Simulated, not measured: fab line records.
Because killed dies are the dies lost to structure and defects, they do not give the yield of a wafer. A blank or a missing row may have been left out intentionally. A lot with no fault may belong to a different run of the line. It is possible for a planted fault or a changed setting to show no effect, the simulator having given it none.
Matching of chambers || flow n5-finfet || ald-metal-01 running N5_BEOL_M9_ALD_74: 4 sister chambers
The step deposits TaN, target thk 2 nm, pulse time 2 s, purge time 3 s. 4 wafers are shown with their chamber, then 8 later ones without.

WAFERS, EACH WITH ITS CHAMBER
{"wafer": "L086.3", "chamber": 2, "heater-power-w (W)": 422}
{"wafer": "L088.2", "chamber": 1, "heater-power-w (W)": 456}
{"wafer": "L088.5", "chamber": 3, "heater-power-w (W)": 425}
{"wafer": "L089.2", "chamber": 0, "heater-power-w (W)": 422}

WAFERS WITHOUT THEIR CHAMBER
{"wafer": "L089.5", "heater-power-w (W)": 454}
{"wafer": "L089.6", "heater-power-w (W)": 416}
{"wafer": "L095.4", "heater-power-w (W)": 418}
{"wafer": "L095.5", "heater-power-w (W)": 417}
{"wafer": "L095.6", "heater-power-w (W)": 422}
{"wafer": "L094.2", "heater-power-w (W)": 409}
{"wafer": "L094.3", "heater-power-w (W)": 426}
{"wafer": "L094.4", "heater-power-w (W)": 463}

THE CHAMBER EACH PASSED THROUGH
{"wafer": "L089.5", "from the rows above": 1, "in truth": 1}
{"wafer": "L089.6", "from the rows above": "can't be placed: 0 or 2 or 3", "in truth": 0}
{"wafer": "L095.4", "from the rows above": "can't be placed: 0 or 2 or 3", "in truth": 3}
{"wafer": "L095.5", "from the rows above": "can't be placed: 0 or 2 or 3", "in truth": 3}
{"wafer": "L095.6", "from the rows above": "can't be placed: 0 or 2 or 3", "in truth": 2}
{"wafer": "L094.2", "from the rows above": "can't be placed: 0 or 2 or 3", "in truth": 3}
{"wafer": "L094.3", "from the rows above": "can't be placed: 3 or 0 or 2", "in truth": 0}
{"wafer": "L094.4", "from the rows above": 1, "in truth": 1}
Correct placement for 2 of the 8. Can't be placed from these rows: 6 (the true chamber is among the candidates in 6). Number placed wrongly: 0.
How it was worked out, from the rows above alone: a wafer's distance from a chamber is the root of the sum, over the readings, of the square of ((its reading less the chamber's mean) divided by the reading's scatter). If the next closest chamber is less than 2 further off than the closest, the wafer can't be placed; otherwise it belongs to the closest. Each chamber's mean is taken over the wafers shown for it. The scatter: root of mean squared gap, hidden wafer to nearest shown wafer, with one shown wafer a chamber.
